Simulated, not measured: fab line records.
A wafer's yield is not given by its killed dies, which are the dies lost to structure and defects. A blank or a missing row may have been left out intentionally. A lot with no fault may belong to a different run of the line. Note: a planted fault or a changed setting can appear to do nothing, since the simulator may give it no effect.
fab line records :: flow n5_finfet
record:
  lots: 3
  wafers: 9
  last_day: 15
route steps=1938 shown SDB@361 DUMMY_REMOVAL@377 HKMG_FIN@385 BEOL_M4@1111 PASSIVATION@1936
lots that met no fault: taken from a fault-free run of the same line
start_h: hours from the record's opening day to when the first of the lot's shown wafers began :: wait_h: time in hours since the lot's previous step :: " as in the row above :: L1.1+2: one row covering several wafers at once :: - value missing, or start not given :: * or withheld: withheld :: < > ~ a bound
route shown NAME@n: NAME is a module with steps in the file, n the number in the route of the first one :: usual: mean/standard deviation of fault-free wafers :: same: alike in all rows :: chamber/n: place in a boat :: sites: per-site readings :: _std_site: standard deviation across them :: _edge_site: inner sites' mean taken away from outer sites' mean :: radius_mm: for every site, how far away it sits from the centre of the wafer :: mask NAME#n: copy n :: behind: the last tool/chamber to shape the wafer :: hold: reason for holding the lot/hours on hold/outcome of the hold :: device: names the non-switching transistor (n, p or np) :: end of line: the same wafers' tests at the end of the route :: for a step that has no rows: nothing shown but its recipe :: killed: not the wafer's yield, but the dies lost to structure and defects at the first sort :: map: a wafer's dies, marking killed ones x, the rest . and places with no die _
set.NAME: the run value of the setting; set.NAME@STEP: its run value at that earlier step :: model.NAME: the simulator's own value behind a step, which no gauge read
lots at some steps of the route; a table a step, a row a wafer
services: the hour from which a tool's chamber was out of use, counted from the record's first day as start_h (under 0 if before that day), plus the number of hours and why
== steps ==
step: N5_SDB_ETCH_18
recipe:
  chemistry: N2/H2
  target: SOC
  target_depth_a: 1000
  overetch_a: 200
  mask_material: SiARC
  temp_c: 40
  time_s: 150
  ion_energy_ev: 200
  pressure_mtorr: 30
  source_w: 840
  bias_w: 150
  n2_flow_sccm: 200
  h2_flow_sccm: 200
step: N5_SDB_STRIP_19
recipe:
  chemistry: N2/H2
  temp_c: 40
  n2_flow_sccm: 200
  h2_flow_sccm: 200
  rf_frequency_hz: 6e+07
step: N5_SDB_STRIP_21
recipe:
  chemistry: CF4
  resist: SiARC
  power_w: 300
  bias_power_w: 75
  pressure_mtorr: 50
  cf4_flow_sccm: 150
  rf_frequency_hz: 6e+07
step: N5_SDB_HM_OPEN_20
recipe:
  chemistry: CH3F/O2
  target: SiNx
  mask_material: SOC
  target_depth_a: 240
  stop_on: poly-Si
  over_etch_frac: 0.4
  ion_energy_ev: 120
  pressure_mtorr: 30
  source_w: 395
  bias_w: 73
  Ar_flow_sccm: 150
  CH3F_flow_sccm: 30
  O2_flow_sccm: 20
step: N5_SDB_STRIP_22
recipe:
  chemistry: N2/H2
  power_w: 1000
  temp_c: 250
  h2_frac: 0.65
  overash_fraction: 0.3
  pressure_mtorr: withheld
  n2_flow_sccm: 1750
  h2_flow_sccm: 3250
step: N5_SDB_PRECLEAN_23
recipe:
  chemistry: dHF
  time_s: 30
  temp_c: 25
  dilution: withheld
step: N5_SDB_DUMMY_REMOVE_24
recipe:
  chemistry: TMAH
  temp_c: 70
  target: poly-Si
  stop_on: SiO2
  target_depth_nm: 142
  conc_wt_pct: 5
  time_s: 57
  dry: ipa_marangoni
  rinse_time_s: 30
  rinse_temp_c: 23
step: N5_SDB_ETCH_25
recipe:
  chemistry: C4F6/O2
  target: SiO2
  target_depth_a: 100
  time_s: 3.3
  ion_energy_ev: 250
  mask_material: SiNx
  pressure_mtorr: 30
  source_w: 345
  bias_w: 185
  Ar_flow_sccm: 300
  C4F6_flow_sccm: 10
  O2_flow_sccm: 10
step: N5_SDB_CUT_ETCH_26
recipe:
  chemistry: HBr/Cl2/O2
  target: Si
  target_depth_a: 1296
  bt_time_s: 20
  mask_material: SiNx
  time_s: 51.8
  ion_energy_ev: *
  bias_w: *
  pressure_mtorr: 10
  icp_w: 800
  HBr_flow_sccm: 150
  Cl2_flow_sccm: 80
  O2_flow_sccm: 12
step: N5_SDB_PRECLEAN_38
recipe:
  chemistry: dHF
  time_s: 10
  dilution: 750:1
  temp_c: 25
step: N5_SDB_PRECLEAN_39
recipe:
  chemistry: O3/DIW
  time_s: 45
  temp_c: 22
  o3_ppm: 10
step: N5_SDB_SRD_28
recipe:
  dry: ipa_marangoni
  time_s: 30
  temp_c: 23
  rinse_liquid: diw
step: N5_SDB_ALD_29
recipe:
  material: SiNx
  target_thk_a: 300
  temp_c: 400
  ald_precursor_family: SiH2I2
  ald_co_reactant: N2/H2-plasma
  pulse_time_s: 1
  ald_cycles: 600
  purge_time_s: 2
  co_reactant_purge_time_s: 2
  pressure_torr: 2
usual:
  chamber_pressure_Torr: 2.000/0.0044
  heater_power_w: 885/92
  precursor_pulse_height_rel: 0.999/0.019
same:
  pulse_time_s: 1
lot.wafer: L441.1
tool: ald_sin-03
chamber: 2
start_h: 72.06
wait_h: 0.0
chamber_pressure_Torr: 1.994
heater_power_w: 901
precursor_pulse_height_rel: 0.974

lot.wafer: L441.2
tool: ald_sin-03
chamber: 0
start_h: 72.06
wait_h: 0.0
chamber_pressure_Torr: 2.003
heater_power_w: 1038
precursor_pulse_height_rel: 1.029

lot.wafer: L441.4
tool: ald_sin-03
chamber: 3
start_h: 72.06
wait_h: 0.0
chamber_pressure_Torr: 1.999
heater_power_w: 937
precursor_pulse_height_rel: 1.009

lot.wafer: L445.1
tool: ald_sin-03
chamber: 1
start_h: 96.81
wait_h: 0.0
chamber_pressure_Torr: 2.001
heater_power_w: 924
precursor_pulse_height_rel: 1.003

lot.wafer: L445.2
tool: ald_sin-03
chamber: 3
start_h: 96.81
wait_h: 0.0
chamber_pressure_Torr: 2.003
heater_power_w: 936
precursor_pulse_height_rel: 0.952

lot.wafer: L445.4
tool: ald_sin-03
chamber: 0
start_h: 96.81
wait_h: 0.0
chamber_pressure_Torr: 1.994
heater_power_w: 1043
precursor_pulse_height_rel: 0.977

lot.wafer: L457.2
tool: ald_sin-04
chamber: 3
start_h: 167.47
wait_h: 0.0
chamber_pressure_Torr: 2.011
heater_power_w: 754
precursor_pulse_height_rel: 1.009

lot.wafer: L457.5
tool: ald_sin-04
chamber: 2
start_h: 168.83
wait_h: 1.4
chamber_pressure_Torr: 1.993
heater_power_w: 877
precursor_pulse_height_rel: 0.992

lot.wafer: L457.6
tool: ald_sin-04
chamber: 1
start_h: 168.83
wait_h: 1.4
chamber_pressure_Torr: 2.001
heater_power_w: 691
precursor_pulse_height_rel: 0.983
step: N5_SDB_CMP_30
recipe:
  stop_on: poly-Si
  t_overpolish_s: 1.54
  post_cmp_clean: alkaline_brush
  down_force_psi: 4.1491
  platen_rpm: 51.796
  pad_velocity_m_s: 1.0306
  target_thk_nm: 30
step: N5_DUMMY_REMOVAL_HM_STRIP_01
recipe:
  chemistry: CH3F/O2
  material: SiNx
  target_depth_a: 40
  stop_on: poly-Si
  time_s: 6.8
  over_etch_frac: 0.3
  ion_energy_ev: 60
  power_w: 410
  bias_w: 29
  Ar_flow_sccm: 150
  CH3F_flow_sccm: 30
  O2_flow_sccm: 20
step: N5_DUMMY_REMOVAL_STRIP_10
recipe:
  chemistry: N2/H2
  time_s: 40
  power_w: 100
  temp_c: 40
  pressure_mtorr: 100
  rf_frequency_hz: 6e+07
  bias_power_w: 3
  n2_flow_sccm: 300
  h2_flow_sccm: 300
step: N5_DUMMY_REMOVAL_PRECLEAN_07
recipe:
  chemistry: dHF
  time_s: 30
  temp_c: 25
  dilution: withheld
step: N5_DUMMY_REMOVAL_DUMMY_REMOVE_02
recipe:
  chemistry: TMAH
  temp_c: 70
  target: poly-Si
  stop_on: SiO2
  target_depth_nm: 142
  conc_wt_pct: 5
  time_s: 57
  dry: ipa_marangoni
  rinse_time_s: 30
  rinse_temp_c: 23
step: N5_DUMMY_REMOVAL_PRECLEAN_08
recipe:
  chemistry: NF3:NH3
  afs_cycles: 2
  temp_c: 30
  time_s: 20
  sublimation_temp_c: 180
  sublimation_time_s: 60
  pressure_torr: 3
  rf_power_w: 30
step: N5_DUMMY_REMOVAL_PRECLEAN_04
recipe:
  chemistry: DHF
  time_s: 37
  temp_c: 25
  dilution: 500:1
step: N5_DUMMY_REMOVAL_SRD_05
recipe:
  dry: ipa_marangoni
  do_ppb: 5
  time_s: 30
  temp_c: 23
  rinse_liquid: diw
step: N5_HKMG_FIN_IL_REGROW_00
recipe:
  material: SiO2
  target_thk_a: 7.5
  chemistry: O3
  temp_c: withheld
  time_s: 30
step: N5_HKMG_FIN_HK_ALD_01
recipe:
  material: HfO2
  target_thk_a: 16
  temp_c: withheld
  ald_precursor_family: HfCl4
  ald_co_reactant: H2O
  pulse_time_s: 3
  purge_time_s: 3
  co_reactant_purge_time_s: 2.5
  co_reactant_pulse_time_s: 0.3
  ald_cycles: 30
step: N5_HKMG_FIN_HK_ANNEAL_02
recipe:
  temp_c: 700
  time_s: 30
  ambient: N2
  idle_temp_c: 600
  ramp_up_c_per_s: 150
  ramp_down_c_per_s: 60
  cool_to_c: 600
step: N5_HKMG_FIN_ALD_74
recipe:
  material: La2O3
  target_thk_a: 5
  temp_c: 250
  ald_precursor_family: La-Cp
  ald_co_reactant: O3
  pulse_time_s: 6
  co_reactant_pulse_time_s: 1
  purge_time_s: 3
  co_reactant_purge_time_s: 3
step: N5_HKMG_FIN_ALD_75
recipe:
  material: Al2O3
  target_thk_a: 10
  temp_c: 150
  ald_precursor_family: TMA
  ald_co_reactant: H2O
  pulse_time_s: withheld
  co_reactant_pulse_time_s: 1
step: N5_HKMG_FIN_COAT_41
recipe:
  resist: SOC
  temp_c: 250
  time_s: 60
  spin_rpm: 1500
  resist_thk_nm: 300
step: N5_HKMG_FIN_COAT_42
recipe:
  resist: SiARC
  temp_c: 220
  time_s: 60
  spin_rpm: 1500
  resist_thk_nm: 35
step: N5_HKMG_FIN_COAT_43
recipe:
  resist: CAR-ArF
  spin_rpm: 1500
  resist_thk_nm: 90
step: N5_HKMG_FIN_EBR_45
recipe:
  solvent: PGMEA
  ebr_width_mm: 1.5
step: N5_HKMG_FIN_SOFTBAKE_44
recipe:
  temp_c: 110
  time_s: 60
  resist: CAR-ArF
step: N5_HKMG_FIN_EXPOSE_46
recipe:
  mask_id: NDIPOLE
  na: 1.35
  source_shape: conventional
  sigma_outer: 0.8
  polarization: unpolarized
  dose_mj: 40
step: N5_HKMG_FIN_PEB_47
recipe:
  peb_temp_c: withheld
  peb_time_s: 60
  resist: CAR-ArF
step: N5_HKMG_FIN_DEVELOP_48
recipe:
  develop_time_s: 30
  developer: TMAH
  resist: CAR-ArF
  rinse_liquid: diw
  dry: air_spin
  dev_temp_c: 23
step: N5_HKMG_FIN_DESCUM_53
recipe:
  chemistry: O2
  time_s: 7.9
  source_power_w: 50
  bias_power_w: 20
  pressure_mtorr: 20
  rf_frequency_hz: 2.712e+07
  temp_c: 40
  resist: CAR-ArF
  o2_flow_sccm: 225
step: N5_HKMG_FIN_ETCH_54
recipe:
  chemistry: CF4
  target: SiARC
  target_depth_a: 455
  mask_material: CAR-ArF
  time_s: 75.8
  ion_energy_ev: 80
  pressure_mtorr: 40
  source_w: 545
  bias_w: 36
  Ar_flow_sccm: 100
  cf4_flow_sccm: 100
  ends: cleared
step: N5_BEOL_M4_RC_MEAS_101
usual:
  CJ_P: 5.79/0.19
  DIBL_N: 36.3/1.6
  DIBL_P: 36.2/2.1
  IOFF_N: 0.16/0.031
  IOFF_P: 0.21/0.034
  ION_N: 673/11
  ION_P: 461/7.4
  SS_N: 71.6/0.55
  SS_P: 73.3/0.66
  VT_N: 251/3.2
  VT_P: -251/3.5
lot.wafer: L441.1
tool: prober-02
chamber: 0
start_h: 159.67
wait_h: 0.0
CJ_P: 5.60
DIBL_N[mV/V]: 37.8
DIBL_P[mV/V]: 37.9
IOFF_N[nA/um]: 0.16
IOFF_P[nA/um]: 0.25
ION_N[uA/um]: 672
ION_P[uA/um]: 463
SS_N[mV/dec]: 71.5
SS_P[mV/dec]: 74.0
VT_N[mV]: 252
VT_P[mV]: -251

lot.wafer: L441.2
tool: prober-02
chamber: 0
start_h: 159.67
wait_h: 0.0
CJ_P: 6.04
DIBL_N[mV/V]: 36.7
DIBL_P[mV/V]: 35.6
IOFF_N[nA/um]: 0.15
IOFF_P[nA/um]: 0.21
ION_N[uA/um]: 667
ION_P[uA/um]: 468
SS_N[mV/dec]: 71.0
SS_P[mV/dec]: 73.7
VT_N[mV]: 249
VT_P[mV]: -251

lot.wafer: L441.4
tool: prober-02
chamber: 0
start_h: 159.67
wait_h: 0.0
CJ_P: 5.66
DIBL_N[mV/V]: 35.6
DIBL_P[mV/V]: 34.9
IOFF_N[nA/um]: 0.13
IOFF_P[nA/um]: 0.19
ION_N[uA/um]: 676
ION_P[uA/um]: 465
SS_N[mV/dec]: 71.4
SS_P[mV/dec]: 73.2
VT_N[mV]: 252
VT_P[mV]: -254

lot.wafer: L445.1
tool: prober-01
chamber: 0
start_h: 188.14
wait_h: 0.0
CJ_P: 6.40
DIBL_N[mV/V]: 34.7
DIBL_P[mV/V]: 35.0
IOFF_N[nA/um]: 0.14
IOFF_P[nA/um]: 0.17
ION_N[uA/um]: 676
ION_P[uA/um]: 385
SS_N[mV/dec]: 71.4
SS_P[mV/dec]: 72.9
VT_N[mV]: 250
VT_P[mV]: -256

lot.wafer: L445.2
tool: prober-01
chamber: 0
start_h: 188.14
wait_h: 0.0
CJ_P: 6.53
DIBL_N[mV/V]: 35.0
DIBL_P[mV/V]: 34.8
IOFF_N[nA/um]: 0.14
IOFF_P[nA/um]: 0.17
ION_N[uA/um]: 662
ION_P[uA/um]: 394
SS_N[mV/dec]: 71.8
SS_P[mV/dec]: 72.9
VT_N[mV]: 252
VT_P[mV]: -253

lot.wafer: L445.4
tool: prober-01
chamber: 0
start_h: 188.14
wait_h: 0.0
CJ_P: 6.49
DIBL_N[mV/V]: 35.2
DIBL_P[mV/V]: 35.2
IOFF_N[nA/um]: 0.14
IOFF_P[nA/um]: 0.17
ION_N[uA/um]: 667
ION_P[uA/um]: 387
SS_N[mV/dec]: 71.1
SS_P[mV/dec]: 73.3
VT_N[mV]: 253
VT_P[mV]: -253

lot.wafer: L457.2
tool: prober-02
chamber: 0
start_h: 253.97
wait_h: 0.2
CJ_P: 5.68
DIBL_N[mV/V]: 38.2
DIBL_P[mV/V]: 35.8
IOFF_N[nA/um]: 0.18
IOFF_P[nA/um]: 0.23
ION_N[uA/um]: 675
ION_P[uA/um]: 459
SS_N[mV/dec]: 72.0
SS_P[mV/dec]: 73.5
VT_N[mV]: 252
VT_P[mV]: -250

lot.wafer: L457.5
tool: prober-02
chamber: 0
start_h: 253.97
wait_h: 0.2
CJ_P: 5.79
DIBL_N[mV/V]: 37.1
DIBL_P[mV/V]: 35.0
IOFF_N[nA/um]: 0.15
IOFF_P[nA/um]: 0.21
ION_N[uA/um]: 674
ION_P[uA/um]: 469
SS_N[mV/dec]: 71.2
SS_P[mV/dec]: 73.6
VT_N[mV]: 250
VT_P[mV]: -252

lot.wafer: L457.6
tool: prober-02
chamber: 0
start_h: 253.97
wait_h: 0.2
CJ_P: 5.59
DIBL_N[mV/V]: 35.9
DIBL_P[mV/V]: 32.7
IOFF_N[nA/um]: 0.13
IOFF_P[nA/um]: 0.17
ION_N[uA/um]: 658
ION_P[uA/um]: 452
SS_N[mV/dec]: 71.4
SS_P[mV/dec]: 72.9
VT_N[mV]: 255
VT_P[mV]: -255
step: N5_PASSIVATION_PROBE_49
usual:
  defect_limited_yield: 91.5/1.5
  killed_at_M0_to_M3: 32/9.4
  killed_at_M4_up: 12/5.1
  killed_at_contacts: 11/7.4
  killed_at_front_end: 41/11
  killed_at_other: 3.4/2.5
  killed_dies: 100/17
  killed_open: 65/14
  killed_short: 33/7
  sort_bin_5_function: 4.9/0.96
  sort_bin_6_memory: 3.1/0.7
  sort_bin_8_speed: 0.00/0.01
  sort_n_pass: 1080/17
  sort_yield_pct: 91.5/1.5
same:
  gross_dies: 1180
  killed_at_back_side: 0
  sort_bin_4_leakage[%]: 0
lot.wafer: L441.1
tool: prober-02
chamber: -
start_h: 264.47
wait_h: 0.0
defect_limited_yield[%]: 92.5
killed_at_M0_to_M3: 42
killed_at_M4_up: 17
killed_at_contacts: 6
killed_at_front_end: 22
killed_at_other: 2
killed_dies: 89
killed_open: 59
killed_short: 30
sort_bin_5_function[%]: 4.7
sort_bin_6_memory[%]: 2.8
sort_bin_8_speed[%]: 0
sort_n_pass: 1091
sort_yield_pct[%]: 92.5

lot.wafer: L441.2
tool: prober-02
chamber: -
start_h: 264.52
wait_h: 0.1
defect_limited_yield[%]: 90.8
killed_at_M0_to_M3: 30
killed_at_M4_up: 14
killed_at_contacts: 8
killed_at_front_end: 50
killed_at_other: 6
killed_dies: 108
killed_open: 62
killed_short: 38
sort_bin_5_function[%]: 4.6
sort_bin_6_memory[%]: 3.2
sort_bin_8_speed[%]: 0
sort_n_pass: 1072
sort_yield_pct[%]: 90.8

lot.wafer: L441.4
tool: prober-02
chamber: -
start_h: 264.62
wait_h: 0.2
defect_limited_yield[%]: 93.8
killed_at_M0_to_M3: 17
killed_at_M4_up: 7
killed_at_contacts: 8
killed_at_front_end: 39
killed_at_other: 2
killed_dies: 73
killed_open: 38
killed_short: 26
sort_bin_5_function[%]: 3.4
sort_bin_6_memory[%]: 1.9
sort_bin_8_speed[%]: 0
sort_n_pass: 1107
sort_yield_pct[%]: 93.8

lot.wafer: L445.1
tool: prober-01
chamber: -
start_h: 285.61
wait_h: 0.0
defect_limited_yield[%]: 88.1
killed_at_M0_to_M3: 34
killed_at_M4_up: 19
killed_at_contacts: 36
killed_at_front_end: 48
killed_at_other: 4
killed_dies: 141
killed_open: 93
killed_short: 37
sort_bin_5_function[%]: 6.3
sort_bin_6_memory[%]: 4.3
sort_bin_8_speed[%]: 88.05
sort_n_pass: 0
sort_yield_pct[%]: 0

lot.wafer: L445.2
tool: prober-01
chamber: -
start_h: 285.66
wait_h: 0.1
defect_limited_yield[%]: 88.7
killed_at_M0_to_M3: 44
killed_at_M4_up: 9
killed_at_contacts: 24
killed_at_front_end: 53
killed_at_other: 3
killed_dies: 133
killed_open: 90
killed_short: 37
sort_bin_5_function[%]: 6.6
sort_bin_6_memory[%]: 4.0
sort_bin_8_speed[%]: 88.73
sort_n_pass: 0
sort_yield_pct[%]: 0

lot.wafer: L445.4
tool: prober-01
chamber: -
start_h: 285.76
wait_h: 0.2
defect_limited_yield[%]: 88.3
killed_at_M0_to_M3: 47
killed_at_M4_up: 15
killed_at_contacts: 35
killed_at_front_end: 39
killed_at_other: 2
killed_dies: 138
killed_open: 84
killed_short: 45
sort_bin_5_function[%]: 6.9
sort_bin_6_memory[%]: 3.5
sort_bin_8_speed[%]: 88.31
sort_n_pass: 0
sort_yield_pct[%]: 0

lot.wafer: L457.2
tool: prober-02
chamber: -
start_h: 351.04
wait_h: 0.1
defect_limited_yield[%]: 92.8
killed_at_M0_to_M3: 28
killed_at_M4_up: 7
killed_at_contacts: 5
killed_at_front_end: 42
killed_at_other: 3
killed_dies: 85
killed_open: 51
killed_short: 27
sort_bin_5_function[%]: 3.8
sort_bin_6_memory[%]: 2.8
sort_bin_8_speed[%]: 0
sort_n_pass: 1095
sort_yield_pct[%]: 92.8

lot.wafer: L457.5
tool: prober-02
chamber: -
start_h: 351.19
wait_h: 0.2
defect_limited_yield[%]: 91.5
killed_at_M0_to_M3: 35
killed_at_M4_up: 19
killed_at_contacts: 2
killed_at_front_end: 41
killed_at_other: 3
killed_dies: 100
killed_open: 52
killed_short: 38
sort_bin_5_function[%]: 4.1
sort_bin_6_memory[%]: 3.1
sort_bin_8_speed[%]: 0
sort_n_pass: 1080
sort_yield_pct[%]: 91.5

lot.wafer: L457.6
tool: prober-02
chamber: -
start_h: 351.24
wait_h: 0.3
defect_limited_yield[%]: 90.9
killed_at_M0_to_M3: 30
killed_at_M4_up: 29
killed_at_contacts: 11
killed_at_front_end: 24
killed_at_other: 13
killed_dies: 107
killed_open: 65
killed_short: 41
sort_bin_5_function[%]: 5.4
sort_bin_6_memory[%]: 3.3
sort_bin_8_speed[%]: 0
sort_n_pass: 1073
sort_yield_pct[%]: 90.9
killed by level:class
L441.1 BEOL_M2:geometric_particle:open=12 FIN_SAQP:geometric_particle:short=10 BEOL_M3:geometric_particle:open=7 BEOL_M4:geometric_particle:open=6 MOL_CONTACT_COAG:geometric_particle:open=5 BEOL_M0_SAQP:geometric_particle:short=5 BEOL_M3:geometric_particle:short=5 BEOL_M1:geometric_particle:open=4
L441.2 FIN_SAQP:geometric_particle:short=15 FIN_SAQP:geometric_particle:open=11 BEOL_M0_SAQP:geometric_particle:open=11 HKMG_FIN:area_etch=7 BEOL_M4:geometric_particle:open=6 DUMMY_GATE:geometric_particle:open=5 MOL_CONTACT_COAG:geometric_particle:open=5 BEOL_M0_SAQP:geometric_particle:short=5
L441.4 FIN_SAQP:geometric_particle:short=13 HKMG_FIN:area_etch=9 MOL_CONTACT_COAG:geometric_particle:open=6 BEOL_M0_SAQP:geometric_particle:short=5 BEOL_M2:geometric_particle:open=5 FIN_SAQP:geometric_particle:open=4 BEOL_M0_SAQP:geometric_particle:open=4 BEOL_M4:geometric_particle:open=4
L445.1 MOL_CONTACT_COAG:geometric_particle:open=27 BEOL_M0_SAQP:geometric_particle:open=13 SDB:area_ald=10 STI_FIN_REVEAL:geometric_particle:open=9 MOL_CONTACT_COAG:geometric_particle:short=9 BEOL_M0_SAQP:geometric_particle:short=8 DUMMY_GATE:geometric_particle:open=8 BEOL_M4:geometric_particle:open=6
L445.2 MOL_CONTACT_COAG:geometric_particle:open=19 STI_FIN_REVEAL:geometric_particle:open=13 BEOL_M2:geometric_particle:open=13 GATE_CUT:geometric_particle:short=10 BEOL_M3:geometric_particle:open=9 BEOL_M0_SAQP:geometric_particle:open=7 FIN_SAQP:geometric_particle:open=6 MOL_CONTACT_COAG:geometric_particle:short=5
L445.4 MOL_CONTACT_COAG:geometric_particle:open=26 BEOL_M0_SAQP:geometric_particle:short=13 BEOL_M0_SAQP:geometric_particle:open=10 FIN_SAQP:geometric_particle:open=9 MOL_CONTACT_COAG:geometric_particle:short=9 BEOL_M4:geometric_particle:open=9 BEOL_M1:geometric_particle:open=8 SDB:area_ald=8
L457.2 FIN_SAQP:geometric_particle:open=11 BEOL_M0_SAQP:geometric_particle:open=9 HKMG_FIN:area_etch=6 STI_FIN_REVEAL:geometric_particle:open=5 GATE_CUT:geometric_particle:short=5 MOL_CONTACT_COAG:geometric_particle:open=4 BEOL_M1:geometric_particle:short=4 BEOL_M1:geometric_particle:open=4
L457.5 FIN_SAQP:geometric_particle:short=9 HKMG_FIN:area_etch=9 FIN_SAQP:geometric_particle:open=8 BEOL_M0_SAQP:geometric_particle:short=8 BEOL_M3:geometric_particle:open=7 ILD0:geometric_particle:short=5 BEOL_M0_SAQP:geometric_particle:open=5 BEOL_M1:geometric_particle:open=5
L457.6 BEOL_M4:geometric_particle:open=14 MOL_CONTACT_COAG:geometric_particle:open=9 BEOL_M0_SAQP:geometric_particle:open=6 BEOL_M1:geometric_particle:open=5 PAD_METAL:geometric_particle:short=5 FIN_SAQP:geometric_particle:short=4 GATE_CUT:geometric_particle:short=4 MIM_TOP:geometric_particle:short=4
map L445.1 (x killed, . not)
_________________............________________
______________.............xx.x._____________
___________x.x....................x__________
__________...x....x.........x......._________
________xxx.............x..x.x.x.x...._______
_______.x.......x....x...............x.______
______.x...x........................xx.._____
_____....x.........x.x...x...............____
____...............x.x.x.........xx..x..x.___
___x...........x......x...x..x.............__
___..x.....x......x........x......x.......x__
__....x.........x..........x...x............_
__.................x....x..................x_
_x.x.............x.....................x.....
_.....x.....x..x................x........x...
_....x.............x.......xx..........x.....
_...........................xx..x............
_...x...............x.......................x
_..................xx............x...x...x...
_...x.......................x....x...x..x....
_x.................................x.x...x..x
__.x...x..x.............x..........x........_
__....x.......................x...........x._
___............x........x...x......x.......__
___.x............x...x.....xx..........xx..__
____x.x..........................x........___
_____......x............................x____
______x.....x......x...x.x......x...x..._____
_______x....xx.........x.......xx......______
________............x........x........_______
__________..........xx....x.x..x...x_________
___________...............x......xx__________
______________........x........._____________
_________________....x..x.x..________________
map L441.2 (x killed, . not)
_________________............________________
______________...........x.x...x_____________
___________.x..x......x.....x...x..__________
__________.........x................_________
________.......x.x........x..........._______
_______................x.......x.......______
______......x.........x.......x....x.x.._____
_____x..x.....................x..........____
____........x....xx............x..........___
___.........x.x.........x..................__
___................x...x............x.x....__
__......................................x..._
__................x.....x...............x..._
_............x....x...........x....x.........
_..x.x.............x..........x.........x....
_..............xxx........x.x.x.......x......
_............x......x.............x..........
_....................xx...x............x.....
_....x............x......x........x..........
_.........x..................................
_.....x..................xx..................
__x...................x..x...x...x.........._
__x........................................._
___..................................x.....__
___.x...xx.x........xx.x......x...........x__
____........x......x........x.............___
_____........xx............x.............____
______......x..........................._____
_______..................x....x........______
________....x............xx......x...._______
__________.......xx.......xx........_________
___________.........xx......x.x....__________
______________x.....x..........._____________
_________________...x........________________
== services ==
tool: ald_sin-04
chamber: -
start_h: 115.50
hours: 6.1
kind: pm

tool: ald_sin-03
chamber: 0
start_h: 150.53
hours: 8.9
kind: repair
== key ==
first_sign:
  step: N5_BEOL_M4_RC_MEAS_101
  reading: ION_P
  direction: down
  sigmas: 9.8
  usual: 461
  struck: 389
effect:
  step: N5_BEOL_M4_RC_MEAS_101
  reading: CJ_P
  direction: up
  sigmas: 3.6
  usual: 5.79
  struck: 6.47
effect:
  step: N5_PASSIVATION_PROBE_49
  reading: sort_bin_8_speed
  direction: up
  sigmas: 99+
  usual: 0.00
  struck: 88.36
met_at N5_SDB_ALD_29
struck_wafers L445.1,L445.2,L445.4
onset_between 72.06 96.81
earlier_fault:
  kind: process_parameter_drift
  tool: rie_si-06
  chamber: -
  onset_h: 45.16
  steps: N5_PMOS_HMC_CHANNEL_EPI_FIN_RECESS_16
  channel: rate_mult
  offset: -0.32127
  shape: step
fault:
  kind: site_profile_drift
  tool: ald_sin-03
  chamber: -
  onset_h: 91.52
  steps: N5_SDB_ALD_29
  basis: fraction
  max_abs_drift: 0.40603
  slope_share_per_hr: 90.229
  site_pattern: 0,0,0,0,0,-1,-1,-1,-1
